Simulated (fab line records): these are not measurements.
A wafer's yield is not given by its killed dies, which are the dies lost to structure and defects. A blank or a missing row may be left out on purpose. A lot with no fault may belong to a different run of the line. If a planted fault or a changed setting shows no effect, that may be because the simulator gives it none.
Chamber matching -- flow nand harc -- NHARC_A_CONTACT_DEP_58 on pecvd-01: 3 sister chambers
The step deposits SiON, target thk 90 nm. 16 wafers are shown with their chamber, then 8 later ones without.

WAFERS WITH THEIR CHAMBER
wafer,chamber,heater power w (W)
L321.2,2,661
L321.4,2,675
L321.5,1,789
L323.4,2,663
L323.5,1,819
L323.6,0,641
L325.4,2,704
L325.5,0,716
L325.6,1,744
L324.1,1,881
L324.2,0,700
L324.3,2,679
L327.2,1,780
L327.3,2,677
L327.6,0,642
L330.1,0,580

SIGNATURES, as means of the wafers listed above
reading,chamber 0,chamber 1,chamber 2,scatter within a chamber
heater power w,655.80,802.60,676.50,42.5
Rule: for each reading, subtract the chamber's mean from the wafer's reading, divide by that reading's scatter and square the result; add these up over the readings and take the root, which gives the wafer's distance from the chamber. The wafer belongs to the nearest chamber; if the next one is less than 2 further off, it can't be placed. The scatter is the square root of a quotient: the sum, over the shown wafers, of each reading's squared deviation from its chamber's mean, divided by wafers minus chambers.

WAFERS WHOSE CHAMBER IS MISSING
wafer,heater power w (W)
L330.3,557
L330.4,871
L331.1,685
L331.2,589
L331.4,777
L332.2,603
L332.3,676
L332.6,606

WHICH CHAMBER EACH ONE RAN IN
wafer,from the rows above,in truth
L330.3,can't be placed: 0 or 2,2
L330.4,1,1
L331.1,can't be placed: 2 or 0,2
L331.2,can't be placed: 0 or 2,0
L331.4,can't be placed: 1 or 2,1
L332.2,can't be placed: 0 or 2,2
L332.3,can't be placed: 2 or 0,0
L332.6,can't be placed: 0 or 2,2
Correctly placed: 1 of 8. Not placeable from these rows: 7 (in 7, the candidates include the true chamber). 0 placed wrongly.
